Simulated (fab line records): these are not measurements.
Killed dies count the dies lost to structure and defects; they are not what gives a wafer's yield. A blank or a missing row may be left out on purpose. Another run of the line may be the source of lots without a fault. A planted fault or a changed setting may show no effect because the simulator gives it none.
fab line records -- flow nand_harc
record: lots: 11, wafers: 32, last_day: 24
route steps=1159 shown A_M0@1016 A_M1@1034 END@1159
lots that met no fault: taken from a fault-free run of the same line
start_h: hours from the record's first day to the start of the lot's first wafer shown -- wait_h: how many hours have passed since the lot's step before this one -- " unchanged from the row above -- L1.1+2: a row that stands for several wafers -- - value missing, or start not given -- * or withheld: withheld -- < > ~ a bound
route shown NAME@n: names a module that has steps shown in the file, with the first one's number in the route -- usual: mean and standard deviation over wafers with no fault -- same: alike in all rows -- chamber/n: place in a boat -- sites: readings site by site -- _std_site: how widely they spread, as a standard deviation -- _edge_site: inner sites' mean taken away from outer sites' mean -- radius_mm: for every site, how far away it sits from the centre of the wafer -- mask NAME#n: copy n -- behind: the most recent tool/chamber to have shaped the wafer -- hold: why the lot was held/for how many hours/how that ended -- device: the transistor (n, p or np) that didn't switch -- end of line: tests of these same wafers at the route's end -- for a step that has no rows: nothing shown but its recipe -- killed: at the first sort, the dies lost to defects and structure; wafer yield is something else -- map: a wafer's dies, marking killed ones x, the rest . and places with no die _
set.NAME: the run value of the setting; set.NAME@STEP: its run value at that earlier step -- model.NAME: the simulator's own value behind a step, which no gauge read
route steps across a sampled set of lots; one table per step, one row per wafer
services: a tool's chamber out of use, with start hour (start_h, from the record's first day; less than 0 if before it), hours out, and reason
== steps ==
step: NHARC_A_M0_PVD_21
recipe: target_thk_a: 300, chamber_pressure_pa: 5, power_w: 5000, substrate_temp_c: 30, time_s: 20.49, material: Cu
usual: throttle_valve_pct: 30.3/0.91
same: time_s: 20.49
lot.wafer,tool,chamber,start_h,wait_h,throttle_valve_pct
L666.1,pvd_sputter-02,-,-,-,30.8
L666.3,pvd_sputter-02,-,-,-,31.1
L666.5,pvd_sputter-02,-,-,-,30.9
L665.2,pvd_sputter-01,-,-,-,29.7
L665.4,pvd_sputter-01,-,-,-,29.9
L665.6,pvd_sputter-01,-,-,-,31.2
L664.4,pvd_sputter-01,-,-,-,29.6
L664.1,pvd_sputter-01,-,-,-,29.7
L664.6,pvd_sputter-01,-,-,-,29.8
L668.4,pvd_sputter-02,-,-,-,29.6
L668.3,pvd_sputter-02,-,-,-,30.8
L668.5,pvd_sputter-02,-,-,-,29.8
L670.1,pvd_sputter-03,-,-,-,30.5
L670.6,pvd_sputter-03,-,-,-,29.0
L670.5,pvd_sputter-03,-,-,-,30.6
L669.2,pvd_sputter-01,-,-,-,29.6
L669.6,pvd_sputter-01,-,-,-,29.7
L669.5,pvd_sputter-01,-,-,-,29.4
L672.3,pvd_sputter-02,-,-,-,28.9
L672.1,pvd_sputter-02,-,-,-,31.3
L672.4,pvd_sputter-02,-,-,-,29.9
L671.2,pvd_sputter-01,-,-,-,31.0
L671.3,pvd_sputter-01,-,-,-,29.6
L671.1,pvd_sputter-01,-,-,-,29.8
L677.3,pvd_sputter-02,-,-,-,29.9
L677.6,pvd_sputter-02,-,-,-,30.8
L680.2,pvd_sputter-03,-,-,-,31.4
L680.6,pvd_sputter-03,-,-,-,29.3
L680.5,pvd_sputter-03,-,-,-,31.2
L685.1,pvd_sputter-02,-,-,-,29.0
L685.4,pvd_sputter-02,-,-,-,30.9
L685.5,pvd_sputter-02,-,-,-,29.1
step: NHARC_A_M0_ANNEAL_30
recipe: temp_c: 225, time_s: 90
usual: anneal_temp_c_max: 225.92/0.2, wafer_temp_C_max: 226.2/0.41
same: time_s: 90
lot.wafer,tool,chamber,start_h,wait_h,anneal_temp_c_max,wafer_temp_C_max
L666.1,rtp_anneal-02,0,408.30,0.3,226.24,226.3
L666.3,rtp_anneal-02,0,408.30,0.3,225.85,225.9
L666.5,rtp_anneal-02,0,408.30,0.3,226.10,225.8
L665.2,rtp_anneal-02,0,409.30,-,225.62,226.3
L665.4,rtp_anneal-02,0,409.30,-,226.08,226.5
L665.6,rtp_anneal-02,0,409.30,-,226.25,226.0
L664.1,rtp_anneal-02,0,423.99,-,226.24,225.6
L664.4,rtp_anneal-02,0,423.99,-,226.21,226.1
L664.6,rtp_anneal-02,0,423.99,-,226.26,225.5
L668.3,rtp_anneal-02,0,424.63,-,225.80,225.8
L668.4,rtp_anneal-02,0,424.63,-,225.99,225.8
L668.5,rtp_anneal-02,0,424.63,-,226.04,226.0
L670.1,rtp_anneal-02,0,448.23,0.3,225.75,225.5
L670.5,rtp_anneal-02,0,448.23,0.3,225.75,225.9
L670.6,rtp_anneal-02,0,448.23,0.3,226.07,225.7
L669.2,rtp_anneal-02,0,454.23,0.4,225.90,226.7
L669.5,rtp_anneal-02,0,454.23,0.4,225.81,226.4
L669.6,rtp_anneal-02,0,454.23,0.4,225.89,226.2
L672.1,rtp_anneal-01,0,454.45,0.3,225.82,226.6
L672.3,rtp_anneal-01,0,454.45,0.3,226.03,226.1
L672.4,rtp_anneal-01,0,454.45,0.3,225.69,226.8
L671.1,rtp_anneal-02,0,459.87,-,225.83,225.9
L671.2,rtp_anneal-02,0,459.87,-,225.76,225.8
L671.3,rtp_anneal-02,0,459.87,-,225.65,225.8
L677.3,rtp_anneal-01,0,493.63,0.4,225.86,227.3
L677.6,rtp_anneal-01,0,493.63,0.4,225.63,226.5
L680.2,rtp_anneal-02,0,524.39,0.4,225.87,226.1
L680.5,rtp_anneal-02,0,524.39,0.4,225.95,226.2
L680.6,rtp_anneal-02,0,524.39,0.4,225.96,226.0
L685.1,rtp_anneal-02,0,542.79,0.3,226.07,226.1
L685.4,rtp_anneal-02,0,542.79,0.3,225.78,225.6
L685.5,rtp_anneal-02,0,542.79,0.3,225.98,226.0
step: NHARC_A_M1_PEB_07
recipe: peb_temp_c: 100, peb_time_s: 65
usual: plate_temp_C: 100.01/0.13
lot.wafer,tool,chamber,start_h,wait_h,plate_temp_C
L666.1,litho_track-04,0,410.50,0.1,100.16
L666.3,litho_track-04,0,410.50,0.1,100.20
L666.5,litho_track-04,0,410.50,0.1,100.05
L665.2,litho_track-06,0,411.37,0.1,99.99
L665.4,litho_track-06,0,411.37,0.1,99.82
L665.6,litho_track-06,0,411.37,0.1,99.68
L664.1,litho_track-01,0,426.13,0.1,100.10
L664.4,litho_track-01,0,426.13,0.1,100.02
L664.6,litho_track-01,0,426.13,0.1,100.06
L668.3,litho_track-01,0,426.63,0.0,100.05
L668.4,litho_track-01,0,426.63,0.0,99.82
L668.5,litho_track-01,0,426.63,0.0,99.91
L670.1,litho_track-04,0,450.35,0.1,100.12
L670.5,litho_track-04,0,450.35,0.1,100.06
L670.6,litho_track-04,0,450.35,0.1,100.02
L669.2,litho_track-06,0,456.33,0.1,99.95
L669.5,litho_track-06,0,456.33,0.1,99.95
L669.6,litho_track-06,0,456.33,0.1,100.00
L672.1,litho_track-01,0,456.61,0.1,100.05
L672.3,litho_track-01,0,456.61,0.1,99.83
L672.4,litho_track-01,0,456.61,0.1,99.75
L671.1,litho_track-04,0,461.87,0.1,99.91
L671.2,litho_track-04,0,461.87,0.1,99.82
L671.3,litho_track-04,0,461.87,0.1,100.21
L677.3,litho_track-01,0,495.68,0.0,99.95
L677.6,litho_track-01,0,495.68,0.0,100.04
L680.2,litho_track-01,0,528.07,0.1,99.99
L680.5,litho_track-01,0,528.07,0.1,99.77
L680.6,litho_track-01,0,528.07,0.1,99.98
L685.1,litho_track-06,0,544.81,0.1,100.12
L685.4,litho_track-06,0,544.81,0.1,100.07
L685.5,litho_track-06,0,544.81,0.1,100.19
step: NHARC_A_M1_CD_MEAS_09
recipe: target_cd_nm: 120, landing_energy_ev: 500
usual: cd_nm: 120.2/0.64
lot.wafer,tool,chamber,start_h,wait_h,cd_nm
L666.1,cd_sem-02,0,410.59,-,120.4
L666.3,cd_sem-02,0,410.59,-,120.4
L666.5,cd_sem-02,0,410.59,-,120.5
L665.2,cd_sem-02,0,411.45,-,120.5
L665.4,cd_sem-02,0,411.45,-,120.2
L665.6,cd_sem-02,0,411.45,-,120.9
L664.1,cd_sem-03,0,426.21,-,120.2
L664.4,cd_sem-03,0,426.21,-,120.0
L664.6,cd_sem-03,0,426.21,-,120.4
L668.3,cd_sem-03,0,426.71,-,119.9
L668.4,cd_sem-03,0,426.71,-,120.3
L668.5,cd_sem-03,0,426.71,-,120.1
L670.1,cd_sem-01,0,450.43,-,119.8
L670.5,cd_sem-01,0,450.43,-,119.2
L670.6,cd_sem-01,0,450.43,-,119.8
L669.2,cd_sem-01,0,456.41,-,120.2
L669.5,cd_sem-01,0,456.41,-,119.4
L669.6,cd_sem-01,0,456.41,-,119.8
L672.1,cd_sem-02,0,456.69,-,120.2
L672.3,cd_sem-02,0,456.69,-,120.7
L672.4,cd_sem-02,0,456.69,-,119.8
L671.1,cd_sem-01,0,461.95,-,119.5
L671.2,cd_sem-01,0,461.95,-,119.5
L671.3,cd_sem-01,0,461.95,-,119.6
L677.3,cd_sem-01,0,495.76,-,120.8
L677.6,cd_sem-01,0,495.76,-,141.5
L680.2,cd_sem-01,0,528.15,-,120.9
L680.5,cd_sem-01,0,528.15,-,140.7
L680.6,cd_sem-01,0,528.15,-,140.9
L685.1,cd_sem-02,0,544.89,-,119.2
L685.4,cd_sem-02,0,544.89,-,118.8
L685.5,cd_sem-02,0,544.89,-,118.9
step: NHARC_A_M1_STRIP_18
recipe: power_w: 1000, n2_flow_sccm: 150, h2_flow_sccm: 150, ar_flow_sccm: 0, bias_w: 0, chemistry: N2/H2
usual: drypump_motor_current_A: 5.7/0.38, h2_flow_sccm: 150.1/0.45, n2_flow_sccm: 150.0/0.46, oes_product_au: 1.001/0.0071, rf_vpp_V: 90.5/0.93, showerhead_plenum_p_Torr: 2.01/0.088, throttle_valve_pct: 14.173/0.0087
same: bias_w: 0
lot.wafer,tool,chamber,start_h,wait_h,drypump_motor_current_A,h2_flow_sccm,n2_flow_sccm,oes_product_au,rf_hours_counter_h,rf_vpp_V,showerhead_plenum_p_Torr,throttle_valve_pct
L666.3,rie_diel-11,2,411.21,0.1,5.1,149.8,150.0,1.008,2.2,89.3,1.89,14.161
L666.1,rie_diel-11,3,411.21,0.1,5.4,149.9,149.7,1.000,2.4,91.2,2.12,14.180
L666.5,rie_diel-11,1,411.21,0.1,5.8,150.7,149.4,1.012,-,92.1,1.98,14.170
L665.4,rie_diel-11,1,412.02,0.1,5.8,151.0,150.3,0.996,2.0,90.0,1.98,14.175
L665.2,rie_diel-11,3,412.02,0.1,5.4,149.6,150.2,0.986,2.5,92.0,2.12,14.170
L665.6,rie_diel-11,1,412.02,0.1,5.8,150.3,149.6,1.010,-,91.4,1.98,14.181
L664.4,rie_diel-11,1,426.81,0.1,5.8,150.2,150.0,0.993,3.2,91.0,1.98,14.173
L664.1,rie_diel-11,2,426.81,0.1,5.1,149.7,149.5,1.000,3.4,89.7,1.89,14.190
L664.6,rie_diel-11,2,426.81,0.1,5.1,149.9,149.8,1.006,-,89.8,1.89,14.173
L668.3,rie_diel-12,2,427.30,0.1,5.7,149.9,149.6,1.004,0.8,90.4,1.91,14.175
L668.4,rie_diel-12,1,427.30,0.1,5.5,149.7,149.6,0.989,0.8,88.7,1.94,14.185
L668.5,rie_diel-12,2,427.30,0.1,5.7,149.7,149.6,0.998,-,90.0,1.91,14.175
L670.1,rie_diel-11,0,451.05,0.1,5.9,151.2,149.9,1.009,5.3,89.5,2.12,14.176
L670.6,rie_diel-11,2,451.05,0.1,5.1,150.4,150.3,1.012,-,89.9,1.89,14.177
L670.5,rie_diel-11,3,451.05,0.1,5.4,150.0,150.5,1.004,-,90.4,2.12,14.169
L669.2,rie_diel-11,3,457.05,0.1,5.4,149.5,150.3,0.998,5.9,91.1,2.12,14.166
L669.6,rie_diel-11,2,457.05,0.1,5.1,150.3,150.7,1.009,-,89.1,1.89,14.177
L669.5,rie_diel-11,1,457.05,0.1,5.8,149.9,150.5,1.005,-,91.4,1.98,14.178
L672.3,rie_diel-12,2,457.25,0.1,5.7,149.7,150.3,0.995,1.3,89.7,1.91,14.169
L672.4,rie_diel-12,0,457.25,0.1,6.0,149.9,151.0,0.995,1.6,91.4,2.10,14.187
L672.1,rie_diel-12,1,457.25,0.1,5.5,150.3,150.2,0.988,1.3,88.9,1.94,14.189
L671.3,rie_diel-12,3,462.52,0.1,6.0,149.8,150.5,1.002,1.8,89.9,2.05,14.178
L671.1,rie_diel-12,0,462.52,0.1,6.0,149.6,149.9,0.993,1.7,90.8,2.10,14.163
L671.2,rie_diel-12,2,462.52,0.1,5.7,150.9,150.0,1.006,1.5,89.3,1.91,14.176
L677.3,rie_diel-10,0,496.42,0.2,5.9,149.8,150.6,1.002,9.4,89.5,1.93,14.175
L677.6,rie_diel-10,2,496.42,0.2,4.7,149.9,150.9,0.992,-,90.9,2.11,14.170
L680.2,rie_diel-10,2,528.79,0.1,4.7,149.6,150.0,1.002,10.1,91.1,2.11,14.182
L680.6,rie_diel-10,3,528.79,0.1,5.6,149.5,149.8,1.011,-,90.9,1.91,14.162
L680.5,rie_diel-10,0,528.79,0.1,5.9,150.0,150.3,1.011,-,89.2,1.93,14.171
L685.4,rie_diel-10,3,545.51,0.1,5.6,149.7,150.3,0.994,0.9,89.1,1.91,14.181
L685.1,rie_diel-10,0,545.51,0.1,5.9,150.2,150.3,1.012,1.0,88.5,1.93,14.173
L685.5,rie_diel-10,1,545.51,0.1,6.4,150.8,150.7,1.013,-,91.2,2.08,14.173
step: NHARC_END_SORT_01
recipe: temp_c: 25
usual: defect_limited_yield: 95.6/1.3, killed_at_array: 26/8.6, killed_at_other: 0.7/0.97, killed_at_periphery: 3.2/2.2, killed_dies: 30/8.9, killed_open: 3.1/1.8, killed_short: 2.2/1.8, sort_bin_2_pct: 1.4/0.58, sort_bin_3_pct: 0.24/0.18, sort_bin_4_pct: 2.8/0.9, sort_n_pass: 647/8.9, sort_rim_yield_pct: 95.5/2.5, sort_yield_pct: 95.6/1.3
same: gross_dies: 677, sort_bin_5_pct[%]: 0, sort_bin_6_pct[%]: 0, sort_bin_7_pct[%]: 0, sort_bin_8_pct[%]: 0, sort_rim_n_gross: 106.00
lot.wafer,tool,chamber,start_h,wait_h,defect_limited_yield[%],killed_at_array,killed_at_other,killed_at_periphery,killed_dies,killed_open,killed_short,sort_bin_2_pct[%],sort_bin_3_pct[%],sort_bin_4_pct[%],sort_n_pass,sort_rim_yield_pct[%],sort_yield_pct[%]
L666.1,prober-02,0,450.27,2.5,95.3,29,0,3,32,1,3,1.8,0.15,2.8,645,93.4,95.3
L666.3,prober-02,0,451.86,3.1,95.7,23,1,5,29,3,6,1.0,0.15,3.1,648,95.3,95.7
L666.5,prober-02,0,453.46,3.7,94.8,34,0,1,35,4,4,1.6,0.74,2.8,642,95.3,94.8
L665.2,prober-01,0,450.96,2.8,93.9,37,1,3,41,3,0,1.9,0.30,3.8,636,95.3,93.9
L665.4,prober-01,0,452.59,3.4,95.3,29,1,2,32,0,1,1.0,0.30,3.4,645,93.4,95.3
L665.6,prober-01,0,454.22,4.1,92.6,33,3,14,50,3,1,2.1,0,5.3,627,90.6,92.6
L668.3,prober-01,0,473.86,3.1,92.9,41,2,5,48,3,0,1.9,0.30,4.9,629,92.5,92.9
L668.4,prober-01,0,474.65,3.4,94.4,35,0,3,38,3,0,1.8,0,3.8,639,98.1,94.4
L668.5,prober-01,0,475.45,3.7,94.8,33,1,1,35,3,0,1.9,0.44,2.8,642,90.6,94.8
L672.1,prober-02,0,497.62,2.5,96.6,19,1,3,23,5,2,1.0,0.15,2.2,654,96.2,96.6
L672.3,prober-02,0,499.22,3.1,96.9,20,0,1,21,2,1,1.2,0.15,1.8,656,97.2,96.9
L672.4,prober-02,0,500.02,3.4,97.6,12,0,4,16,1,1,0.7,0.15,1.5,661,99.1,97.6
L677.3,prober-01,0,542.09,3.1,95.9,25,0,3,28,3,1,1.2,0.15,2.8,649,95.3,95.9
L677.6,prober-01,0,544.46,4.0,96.0,20,1,6,27,5,1,1.0,0.30,2.7,650,93.4,96.0
L680.2,prober-02,0,564.61,2.8,95.6,29,0,1,30,3,1,1.0,0.30,3.1,647,94.3,95.6
L680.5,prober-02,0,567.02,3.7,96.2,21,1,4,26,2,2,1.0,0.30,2.5,651,97.2,96.2
L680.6,prober-02,0,567.82,4.0,96.3,21,1,3,25,2,4,0.1,0.74,2.8,652,98.1,96.3
killed by level:class
L666.1 A_SLIT:chamber_film_flake=10 A_STAIRCASE:chamber_film_flake=6 A_CHANNEL_HOLE_D1:chamber_film_flake=4 A_WL_FILL:chamber_film_flake=4 A_CONTACT:chamber_film_flake=2 P_GATE:geometric_particle:short=1 P_CONTACT:geometric_particle:short=1 A_CHANNEL_HOLE_D1:geometric_particle:short=1
L665.2 A_CHANNEL_HOLE_D1:chamber_film_flake=11 A_SLIT:chamber_film_flake=11 A_STAIRCASE:chamber_film_flake=4 P_CONTACT:chamber_film_flake=3 A_CHANNEL_FILL_D1:chamber_film_flake=3 A_CONTACT:chamber_film_flake=3 A_ONON_D1:geometric_particle:open=1 A_STAIRCASE:geometric_particle:open=1
L666.3 A_SLIT:chamber_film_flake=7 A_CHANNEL_HOLE_D1:chamber_film_flake=4 A_STAIRCASE:chamber_film_flake=3 A_CHANNEL_HOLE_D1:geometric_particle:short=2 P_CONTACT:chamber_film_flake=2 P_CONTACT:geometric_particle:short=1 P_CONTACT:geometric_particle:open=1 P_BONDPAD:geometric_particle:short=1
L665.4 A_SLIT:chamber_film_flake=12 A_CHANNEL_HOLE_D1:chamber_film_flake=10 A_CHANNEL_FILL_D1:chamber_film_flake=2 A_CONTACT:chamber_film_flake=2 A_M0:geometric_particle:short=1 P_STI:chamber_film_flake=1 P_CONTACT:chamber_film_flake=1 A_STAIRCASE:chamber_film_flake=1
L666.5 A_SLIT:chamber_film_flake=11 A_CHANNEL_HOLE_D1:chamber_film_flake=4 A_STAIRCASE:chamber_film_flake=4 A_CONTACT:chamber_film_flake=3 A_WL_FILL:chamber_film_flake=2 P_M0:geometric_particle:short=1 A_ONON_D1:geometric_particle:short=1 A_CHANNEL_HOLE_D1:geometric_particle:short=1
L665.6 A_SLIT:chamber_film_flake=13 P_CONTACT:chamber_film_flake=10 A_CHANNEL_HOLE_D1:chamber_film_flake=8 A_STAIRCASE:chamber_film_flake=5 A_CONTACT:chamber_film_flake=4 THIN_TSV:chamber_film_flake=3 P_M0:geometric_particle:open=2 P_CONTACT:geometric_particle:short=1
L668.3 A_SLIT:chamber_film_flake=13 A_CHANNEL_HOLE_D1:chamber_film_flake=9 A_STAIRCASE:chamber_film_flake=6 A_CHANNEL_FILL_D1:chamber_film_flake=4 A_CONTACT:chamber_film_flake=3 A_ZERO_WELL:chamber_film_flake=3 P_STI:chamber_film_flake=2 P_CONTACT:chamber_film_flake=2
L668.4 A_SLIT:chamber_film_flake=13 A_CHANNEL_HOLE_D1:chamber_film_flake=9 A_STAIRCASE:chamber_film_flake=5 A_CHANNEL_FILL_D1:chamber_film_flake=2 A_CONTACT:chamber_film_flake=2 P_GATE:geometric_particle:open=1 A_BLC:geometric_particle:open=1 A_M0:geometric_particle:open=1
L668.5 A_SLIT:chamber_film_flake=13 A_CHANNEL_HOLE_D1:chamber_film_flake=9 A_CONTACT:chamber_film_flake=4 A_CONTACT:geometric_particle:open=2 A_ONON_D1:geometric_particle:open=1 P_GATE:chamber_film_flake=1 A_CHANNEL_FILL_D1:chamber_film_flake=1 A_STAIRCASE:chamber_film_flake=1
L672.1 A_CHANNEL_HOLE_D1:chamber_film_flake=3 A_STAIRCASE:chamber_film_flake=3 A_WL_FILL:chamber_film_flake=3 A_ONON_D1:geometric_particle:open=2 A_CHANNEL_FILL_D1:geometric_particle:open=2 P_M0:chamber_film_flake=2 A_SLIT:chamber_film_flake=2 A_CONTACT:chamber_film_flake=2
L672.3 A_STAIRCASE:chamber_film_flake=7 A_CHANNEL_HOLE_D1:chamber_film_flake=4 A_SLIT:chamber_film_flake=2 A_WL_FILL:chamber_film_flake=2 A_CONTACT:chamber_film_flake=2 P_GATE:geometric_particle:open=1 A_WL_FILL:geometric_particle:open=1 A_M0:geometric_particle:short=1
L672.4 A_CHANNEL_HOLE_D1:chamber_film_flake=4 A_CONTACT:chamber_film_flake=3 P_GATE:chamber_film_flake=2 A_STAIRCASE:chamber_film_flake=2 A_WL_FILL:chamber_film_flake=2 P_M0:geometric_particle:short=1 A_ONON_D1:geometric_particle:open=1 P_M0:chamber_film_flake=1
L677.3 A_CHANNEL_HOLE_D1:chamber_film_flake=19 A_CONTACT:chamber_film_flake=4 P_ZERO_WELL:geometric_particle:open=1 P_GATE:geometric_particle:open=1 P_CONTACT:geometric_particle:open=1 A_WL_FILL:geometric_particle:short=1 A_STAIRCASE:chamber_film_flake=1
L677.6 A_CHANNEL_HOLE_D1:chamber_film_flake=12 A_CONTACT:chamber_film_flake=6 P_GATE:geometric_particle:open=3 P_M0:geometric_particle:open=1 A_ONON_D1:geometric_particle:short=1 A_CHANNEL_FILL_D1:geometric_particle:open=1 P_STI:chamber_film_flake=1 P_M2:chamber_film_flake=1
L680.2 A_CHANNEL_HOLE_D1:chamber_film_flake=7 A_SGD_CUT:chamber_film_flake=7 A_CONTACT:chamber_film_flake=7 A_SLIT:chamber_film_flake=2 A_WL_FILL:chamber_film_flake=2 A_CHANNEL_FILL_D1:geometric_particle:open=1 A_WL_FILL:geometric_particle:short=1 A_CONTACT:geometric_particle:open=1
L680.5 A_SGD_CUT:chamber_film_flake=7 A_CHANNEL_HOLE_D1:chamber_film_flake=5 A_CONTACT:chamber_film_flake=4 A_SLIT:chamber_film_flake=3 P_M0:geometric_particle:open=1 P_M1:geometric_particle:short=1 A_CHANNEL_HOLE_D1:geometric_particle:open=1 P_GATE:chamber_film_flake=1
L680.6 A_SGD_CUT:chamber_film_flake=5 A_SLIT:chamber_film_flake=5 A_CHANNEL_HOLE_D1:chamber_film_flake=4 A_WL_FILL:geometric_particle:short=2 P_GATE:chamber_film_flake=2 P_M1:geometric_particle:short=1 A_CHANNEL_FILL_D1:geometric_particle:short=1 A_WL_FILL:geometric_particle:open=1
== services ==
tool,chamber,start_h,hours,kind
pvd_sputter-02,-,394.17,10.0,pm
rie_diel-11,0,400.00,-,clean
rie_diel-11,1,400.00,-,clean
pvd_sputter-03,-,403.52,0.9,repair
pvd_sputter-03,-,406.12,5.2,repair
rie_diel-11,2,427.88,8.1,repair
rie_diel-11,3,433.79,7.4,repair
litho_track-01,-,443.00,7.0,pm
rie_diel-10,-,452.47,0.6,repair
pvd_sputter-01,-,453.77,5.1,repair
rie_diel-11,0,455.08,2.8,repair
rie_diel-10,1,458.11,7.9,repair
rie_diel-10,-,460.29,3.4,repair
rie_diel-11,0,462.87,3.9,repair
litho_track-06,-,467.00,7.0,pm
rie_diel-12,-,470.29,0.4,repair
rie_diel-10,0,473.41,1.3,repair
pvd_sputter-02,-,486.75,1.9,repair
litho_track-04,-,491.00,7.0,pm
rie_diel-12,0,521.28,2.5,repair
pvd_sputter-01,-,527.33,10.0,pm
rie_diel-10,-,530.50,9.0,pm
pvd_sputter-02,-,535.88,3.1,repair
rie_diel-11,-,543.50,9.0,pm
== key ==
first_sign: step: NHARC_A_M1_CD_MEAS_09, reading: cd_nm, direction: up, sigmas: 32, usual: 120.2, struck: 141.0
effect none on later readings
met_at NHARC_A_M1_PEB_07
struck_lots L677,L680
struck_wafers L677.6,L680.5,L680.6
not_acting_at NHARC_A_M0_PVD_21,NHARC_A_M0_ANNEAL_30,NHARC_A_M1_STRIP_18
onset_between 456.61 495.68
fault: kind: process_parameter_drift, tool: litho_track-01, chamber: -, onset_h: 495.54, steps: NHARC_A_M1_PEB_07, channel: peb_time_s, offset: *, shape: step, end_h: 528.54, scope: struck_wafers_only, acts_in: *, stated: *
